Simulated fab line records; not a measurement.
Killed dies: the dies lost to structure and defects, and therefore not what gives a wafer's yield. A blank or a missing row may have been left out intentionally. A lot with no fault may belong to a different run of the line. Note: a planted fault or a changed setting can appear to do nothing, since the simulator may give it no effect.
fab line records	flow nand-harc
record: lots: 12	wafers: 36	last-day: 33
route steps=1302 shown P_GATE@146 END@1302
lots that met no fault: taken from a fault-free run of the same line
start-h: start of the lot's first displayed wafer, in hours after the record's first day	wait-h: time in hours since the lot's previous step	" the same as in the row above	L1.1+2: a single row standing in for several wafers	- value missing, or start not given	* or withheld: withheld	< > ~ a bound
route shown NAME@n: NAME is a module with steps in the file, n the number in the route of the first one	usual: average and standard deviation across the fault-free wafers	same: alike in all rows	chamber/n: place in a boat	sites: per-site readings	_std_site: their standard deviation	_edge_site: the outer-site mean with the inner-site mean subtracted	radius-mm: how far each site lies from the wafer's centre	mask NAME#n: copy n	behind: the most recent tool/chamber to have shaped the wafer	hold: the reason the lot was held/the length of the hold in hours/how it ended	device: the transistor (n, p or np) that didn't switch	end of line: tests of these same wafers at the route's end	a step without rows: its recipe alone	killed: at the first sort, the dies lost to defects and structure; wafer yield is something else	map: a wafer's dies, marking killed ones x, the rest . and places with no die _
set.NAME: the run value of the setting; set.NAME@STEP: its run value at that earlier step	model.NAME: the simulator's own value behind a step, which no gauge read
steps of the route over a sample of lots; a table a step, a row a wafer
services: the hour from which a tool's chamber was out of use, counted from the record's first day as start-h (under 0 if before that day), plus the number of hours and why
== steps ==
step: NHARC_P_GATE_HM_OPEN_105
recipe: target-depth-a: 3600	o2-flow-sccm: 400	cos-flow-sccm: 20	ar-flow-sccm: 0	rf-w: 500	bias-w: 300	chemistry: O2/COS
usual: cos-flow-sccm: 20.00/0.051	drypump-motor-current-A: 5.7/0.45	oes-product-au: 1.002/0.01	rf-vpp-V: 466.7/2.3	showerhead-plenum-p-Torr: 3.10/0.099	throttle-valve-pct: 28.331/0.0089
lot.wafer	tool	chamber	start-h	wait-h	cos-flow-sccm	drypump-motor-current-A	oes-product-au	rf-hours-counter-h	rf-vpp-V	showerhead-plenum-p-Torr	throttle-valve-pct
L787.4	rie-diel-02	3	-	-	19.96	5.9	1.012	4	466.1	3.03	28.346
L787.6	"	0	"	"	20.04	5.6	1.000	-	468.3	3.21	28.327
L787.5	"	1	"	"	19.94	6.0	1.005	-	466.1	3.09	28.329
L788.4	rie-diel-04	0	-	-	20.06	6.0	1.008	7	463.3	2.94	28.329
L788.1	"	1	"	"	19.96	5.2	1.000	8	471.3	3.30	28.329
L788.3	"	2	"	"	20.00	6.2	0.994	8	468.7	3.22	28.341
L792.1	rie-diel-02	3	-	-	19.98	5.9	1.016	7	465.7	3.03	28.335
L792.6	"	0	"	"	19.93	5.7	1.002	-	469.3	3.20	28.340
L792.5	"	1	"	"	20.01	6.1	1.014	-	464.8	3.09	28.329
L793.1	rie-diel-12	2	-	-	19.99	5.6	0.997	4	466.4	3.04	28.330
L793.2	"	0	"	"	20.09	5.3	1.011	4	470.3	3.16	28.329
L793.5	"	3	"	"	20.04	5.2	0.995	-	462.5	2.95	28.337
L794.3	rie-diel-12	2	-	-	19.95	5.6	1.012	4	465.4	3.04	28.328
L794.1	"	0	"	"	20.00	5.3	1.005	4	468.8	3.16	28.336
L794.6	"	2	"	"	20.03	5.6	1.019	-	464.4	3.04	28.344
L795.3	rie-diel-02	3	-	-	19.95	5.9	0.993	8	464.9	3.03	28.306
L795.1	"	1	"	"	19.99	6.0	0.992	8	465.3	3.09	28.319
L795.4	"	2	"	"	19.96	6.7	0.995	8	468.0	3.15	28.320
L796.3	rie-diel-04	0	-	-	20.00	5.9	1.009	0	462.6	2.93	28.335
L796.2	"	2	"	"	20.01	6.2	1.009	0	469.4	3.22	28.323
L796.1	"	3	"	"	20.08	4.9	1.000	0	467.9	3.15	28.330
L797.3	rie-diel-04	3	-	-	19.94	4.9	0.997	0	467.8	3.15	28.324
L797.5	"	3	"	"	19.98	4.9	0.983	-	466.9	3.15	28.321
L797.6	"	0	"	"	20.01	5.9	1.006	-	462.1	2.93	28.337
L798.2	rie-diel-02	1	-	-	20.01	6.1	1.011	10	466.2	3.09	28.340
L798.6	"	3	"	"	19.94	5.9	1.019	-	464.9	3.03	28.330
L798.5	"	0	"	"	19.92	5.6	0.999	-	469.2	3.20	28.316
L799.4	rie-diel-12	2	-	-	20.00	5.5	1.008	7	463.9	3.04	28.320
L799.3	"	0	"	"	20.04	5.3	1.026	7	467.7	3.16	28.337
L799.5	"	2	"	"	20.06	5.5	1.000	-	464.5	3.04	28.331
L800.2	rie-diel-12	1	-	-	20.09	5.6	0.996	9	465.6	3.07	28.333
L800.5	"	0	"	"	20.03	5.3	1.008	-	469.0	3.16	28.329
L800.6	"	1	"	"	20.06	5.6	1.005	-	465.6	3.07	28.342
L809.3	rie-diel-04	1	-	-	19.98	5.2	0.982	7	470.3	3.29	28.311
L809.4	"	0	"	"	19.91	6.0	0.995	7	462.5	2.93	28.322
L809.5	"	1	"	"	19.98	5.2	0.984	-	470.4	3.29	28.338
step: NHARC_P_GATE_CD_MEAS_33
usual: cd-nm: 119.7/2.4
lot.wafer	tool	chamber	start-h	wait-h	cd-nm
L787.4	cd-sem-02	-	107.20	-	117.4
L787.5	"	-	"	"	120.2
L787.6	"	-	"	"	122.4
L788.1	cd-sem-03	-	122.71	-	118.6
L788.3	"	-	"	"	122.9
L788.4	"	-	"	"	119.7
L792.1	cd-sem-01	-	153.12	-	114.2
L792.5	"	-	"	"	118.6
L792.6	"	-	"	"	118.2
L793.1	cd-sem-02	-	165.72	-	120.2
L793.2	"	-	"	"	117.8
L793.5	"	-	"	"	120.1
L794.1	cd-sem-03	-	178.88	-	115.8
L794.3	"	-	"	"	121.9
L794.6	"	-	"	"	118.7
L795.1	cd-sem-03	-	190.46	-	125.0
L795.3	"	-	"	"	118.5
L795.4	"	-	"	"	124.2
L796.1	cd-sem-03	-	197.74	0.1	114.4
L796.2	"	-	"	"	119.6
L796.3	"	-	"	"	117.9
L797.3	cd-sem-02	-	207.74	-	119.4
L797.5	"	-	"	"	119.2
L797.6	"	-	"	"	122.8
L798.2	cd-sem-02	-	213.55	-	118.3
L798.5	"	-	"	"	117.8
L798.6	"	-	"	"	120.8
L799.3	cd-sem-01	-	226.18	-	117.6
L799.4	"	-	"	"	119.2
L799.5	"	-	"	"	116.8
L800.2	cd-sem-03	-	242.30	-	112.6
L800.5	"	-	"	"	117.5
L800.6	"	-	"	"	118.7
L809.3	cd-sem-01	-	332.22	-	120.2
L809.4	"	-	"	"	118.5
L809.5	"	-	"	"	117.3
step: NHARC_P_GATE_EXPOSE_43
recipe: na: 0.6	target-cd-nm: 720	dose-mj: 14.81	mask-id: P_NSD
usual: exposure-dose-mJ-cm2: 14.809/0.015	stage-vel-mm-s: 500.01/0.29
lot.wafer	tool	chamber	start-h	wait-h	mask	exposure-dose-mJ-cm2	stage-vel-mm-s
L787.4	krf-scanner-04	0	119.96	-	P_NSD#0	14.809	500.14
L787.5	"	0	"	"	P_NSD#0	14.814	500.19
L787.6	"	0	"	"	P_NSD#0	14.814	500.04
L788.1	krf-scanner-04	0	133.49	-	P_NSD#0	14.819	500.30
L788.3	"	0	"	"	P_NSD#0	14.820	499.97
L788.4	"	0	"	"	P_NSD#0	14.796	500.02
L792.1	krf-scanner-03	0	163.91	-	P_NSD#0	14.816	499.99
L792.5	"	0	"	"	P_NSD#0	14.817	500.07
L792.6	"	0	"	"	P_NSD#0	14.809	499.81
L793.1	krf-scanner-04	0	176.64	-	P_NSD#0	14.826	500.02
L793.2	"	0	"	"	P_NSD#0	14.830	499.76
L793.5	"	0	"	"	P_NSD#0	14.810	499.81
L794.1	krf-scanner-04	0	189.62	-	P_NSD#0	14.820	500.07
L794.3	"	0	"	"	P_NSD#0	14.808	499.86
L794.6	"	0	"	"	P_NSD#0	14.827	499.94
L795.1	krf-scanner-03	0	201.44	-	P_NSD#0	14.815	500.16
L795.3	"	0	"	"	P_NSD#0	14.829	500.60
L795.4	"	0	"	"	P_NSD#0	14.824	500.36
L796.1	krf-scanner-01	0	208.59	-	P_NSD#0	14.775	500.07
L796.2	"	0	"	"	P_NSD#0	14.776	499.90
L796.3	"	0	"	"	P_NSD#0	14.797	499.84
L797.3	krf-scanner-04	0	218.59	-	P_NSD#0	14.829	499.51
L797.5	"	0	"	"	P_NSD#0	14.829	499.17
L797.6	"	0	"	"	P_NSD#0	14.813	499.47
L798.2	krf-scanner-01	0	226.56	-	P_NSD#0	14.803	500.62
L798.5	"	0	"	"	P_NSD#0	14.786	500.35
L798.6	"	0	"	"	P_NSD#0	14.802	500.75
L799.3	krf-scanner-01	0	236.83	-	P_HVPW#0	14.836	500.20
L799.4	"	0	"	"	P_HVPW#0	14.825	500.18
L799.5	"	0	"	"	P_HVPW#0	14.817	499.98
L800.2	krf-scanner-04	0	253.09	-	P_NSD#0	14.812	499.95
L800.5	"	0	"	"	P_NSD#0	14.816	500.22
L800.6	"	0	"	"	P_NSD#0	14.816	500.13
L809.3	krf-scanner-01	0	342.87	-	P_NSD#0	14.799	500.02
L809.4	"	0	"	"	P_NSD#0	14.796	500.24
L809.5	"	0	"	"	P_NSD#0	14.805	500.34
step: NHARC_P_GATE_CD_MEAS_46
recipe: target-cd-nm: 720	landing-energy-ev: 500
usual: cd-nm: 718.7/1.5
lot.wafer	tool	chamber	start-h	wait-h	cd-nm
L787.4	cd-sem-01	0	120.11	-	718.7
L787.5	"	0	"	"	718.2
L787.6	"	0	"	"	717.7
L788.1	cd-sem-01	0	133.65	-	720.4
L788.3	"	0	"	"	720.4
L788.4	"	0	"	"	719.7
L792.1	cd-sem-03	0	164.07	-	721.0
L792.5	"	0	"	"	718.9
L792.6	"	0	"	"	719.2
L793.1	cd-sem-03	0	176.80	-	717.8
L793.2	"	0	"	"	714.7
L793.5	"	0	"	"	717.6
L794.1	cd-sem-01	0	189.78	-	718.8
L794.3	"	0	"	"	720.2
L794.6	"	0	"	"	716.6
L795.1	cd-sem-02	0	201.60	-	717.2
L795.3	"	0	"	"	716.9
L795.4	"	0	"	"	720.2
L796.1	cd-sem-02	0	208.74	-	718.9
L796.2	"	0	"	"	719.2
L796.3	"	0	"	"	718.8
L797.3	cd-sem-02	0	218.74	-	720.2
L797.5	"	0	"	"	717.1
L797.6	"	0	"	"	717.1
L798.2	cd-sem-02	0	226.72	-	720.6
L798.5	"	0	"	"	717.8
L798.6	"	0	"	"	719.8
L799.3	cd-sem-02	0	236.99	-	-
L799.4	"	0	"	"	-
L799.5	"	0	"	"	-
L800.2	cd-sem-03	0	253.24	-	718.5
L800.5	"	0	"	"	719.0
L800.6	"	0	"	"	719.4
L809.3	cd-sem-02	0	343.02	-	719.5
L809.4	"	0	"	"	717.0
L809.5	"	0	"	"	718.4
step: NHARC_P_GATE_STRIP_111
recipe: power-w: 1500	temp-c: 110	time-s: 250	chemistry: N2/H2
usual: drypump-motor-current-A: 5.7/0.45	heater-power-w: 85/7.4
lot.wafer	tool	chamber	start-h	wait-h	drypump-motor-current-A	heater-power-w	rf-hours-counter-h
L787.4	plasma-asher-02	0	120.73	0.2	6.1	85	-
L787.6	"	0	"	"	6.1	86	-
L787.5	"	1	"	"	6.2	97	-
L788.1	plasma-asher-02	1	134.18	0.2	6.2	102	9
L788.4	"	1	"	"	6.2	98	-
L788.3	"	0	"	"	6.1	85	-
L792.1	plasma-asher-01	0	164.60	0.2	5.7	84	35
L792.5	"	0	"	"	5.6	82	-
L792.6	"	1	"	"	5.1	76	-
L793.2	plasma-asher-02	1	177.33	0.2	6.2	102	21
L793.1	"	0	"	"	6.1	86	21
L793.5	"	1	"	"	6.2	101	-
L794.1	plasma-asher-02	0	190.36	0.2	6.1	85	24
L794.3	"	1	"	"	6.2	99	-
L794.6	"	0	"	"	6.0	85	-
L795.1	plasma-asher-01	0	202.12	0.2	5.6	78	4
L795.4	"	0	"	"	5.6	79	-
L795.3	"	1	"	"	5.0	82	-
L796.1	plasma-asher-01	1	209.29	0.2	5.0	81	6
L796.2	"	0	"	"	5.6	81	6
L796.3	"	1	"	"	5.1	81	-
L797.3	plasma-asher-01	1	219.36	0.2	5.0	82	-
L797.5	"	1	"	"	5.1	80	-
L797.6	"	0	"	"	5.6	81	-
L798.2	plasma-asher-02	0	227.24	0.2	6.1	85	31
L798.6	"	0	"	"	6.2	86	-
L798.5	"	1	"	"	6.2	99	-
L799.3	plasma-asher-01	0	237.61	0.2	5.6	81	-
L799.4	"	1	"	"	5.1	81	-
L799.5	"	1	"	"	5.1	83	-
L800.2	plasma-asher-01	1	253.77	0.2	5.1	81	16
L800.6	"	1	"	"	5.1	81	-
L800.5	"	0	"	"	5.6	80	-
L809.4	plasma-asher-02	0	343.64	0.2	6.1	88	-
L809.3	"	1	"	"	6.2	96	-
L809.5	"	0	"	"	6.1	85	-
step: NHARC_END_SORT_01
recipe: temp-c: 25
usual: killed-at-array: 58/20	killed-at-other: 1.0/1.2	killed-at-periphery: 4.1/3	killed-dies: 63/20	killed-open: 3.2/1.7	killed-short: 2.5/1.5
same: gross-dies: 677
lot.wafer	tool	chamber	start-h	wait-h	killed-at-array	killed-at-other	killed-at-periphery	killed-dies	killed-open	killed-short
L799.3	prober-02	0	689.15	3.1	27	2	648	677	1	2
L799.4	prober-02	0	689.96	3.4	20	1	656	677	2	0
L799.5	prober-02	0	690.77	3.7	31	1	645	677	4	2
killed by level:class
L799.3 P_GATE:area-expose=635 A_CHANNEL_HOLE_D1:chamber-film-flake=10 P_GATE:chamber-film-flake=8 A_STAIRCASE:chamber-film-flake=8 A_SLIT:chamber-film-flake=4 P_BONDPAD:chamber-film-flake=3 P_CONTACT:chamber-film-flake=2 THIN_TSV:chamber-film-flake=2
L799.4 P_GATE:area-expose=647 A_STAIRCASE:chamber-film-flake=8 A_CHANNEL_HOLE_D1:chamber-film-flake=6 P_CONTACT:chamber-film-flake=5 P_GATE:chamber-film-flake=2 P_GATE:geometric-particle:open=1 A_WL_FILL:geometric-particle:open=1 P_BONDPAD:chamber-film-flake=1
L799.5 P_GATE:area-expose=632 A_STAIRCASE:chamber-film-flake=9 A_CHANNEL_HOLE_D1:chamber-film-flake=8 P_GATE:chamber-film-flake=6 P_CONTACT:chamber-film-flake=4 A_SLIT:chamber-film-flake=4 P_BONDPAD:chamber-film-flake=2 A_CHANNEL_FILL_D1:chamber-film-flake=2
== services ==
tool	chamber	start-h	hours	kind
rie-diel-12	-	91.42	9.0	pm
krf-scanner-03	-	132.37	0.2	repair
rie-diel-12	2	136.48	6.3	repair
krf-scanner-01	-	140.00	4.0	pm
rie-diel-04	2	148.33	13.3	repair
plasma-asher-01	-	162.13	1.5	repair
plasma-asher-01	-	165.00	9.0	pm
krf-scanner-04	-	169.11	1.5	repair
rie-diel-04	-	178.42	9.0	pm
krf-scanner-04	-	181.94	1.2	repair
rie-diel-04	1	192.05	9.7	repair
rie-diel-12	3	195.10	1.4	repair
rie-diel-02	-	216.70	9.0	pm
krf-scanner-03	-	224.00	4.0	pm
krf-scanner-04	-	230.22	6.8	repair
plasma-asher-02	-	249.00	9.0	pm
rie-diel-04	-	249.40	2.7	repair
rie-diel-12	-	268.42	9.0	pm
plasma-asher-01	-	284.68	1.2	repair
krf-scanner-04	-	306.59	3.0	repair
krf-scanner-01	-	312.00	4.0	pm
krf-scanner-01	-	316.71	0.6	repair
krf-scanner-04	-	319.42	0.4	repair
plasma-asher-01	-	342.00	9.0	pm
== key ==
first-sign: step: NHARC_P_GATE_EXPOSE_43	reading: mask	direction: changed
effect: step: NHARC_P_GATE_CD_MEAS_46	reading: cd-nm	direction: missing
effect: step: NHARC_END_SORT_01	reading: killed-at-periphery	direction: up	sigmas: 99+	usual: 4.1	struck: 649.7
more-kills-born-at: NHARC_P_GATE_EXPOSE_43@krf-scanner-01: 1914
met-at NHARC_P_GATE_EXPOSE_43
struck-lots L799
later-rows-left-out L799.3,L799.4,L799.5
tester-left-out L799
not-acting-at NHARC_P_GATE_HM_OPEN_105,NHARC_P_GATE_CD_MEAS_33,NHARC_P_GATE_STRIP_111
onset-between 226.56 236.83
fault: kind: wrong-mask	tool: any	chamber: -	onset-h: 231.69	steps: NHARC_P_GATE_EXPOSE_43	aux-copy: P_HVPW#0	scope: struck-lots-only
tester-left-out: of these lots the tester's yield and bins aren't shown, on N5 and GAA mostly nor the transistor test; their killed dies are dies lost to structure and defects alone, not to doping, threshold or leakage, so they don't give the yield
later-rows-left-out: the simulator's readings of these wafers behind a module that went badly wrong aren't trusted and aren't shown, but for the sort
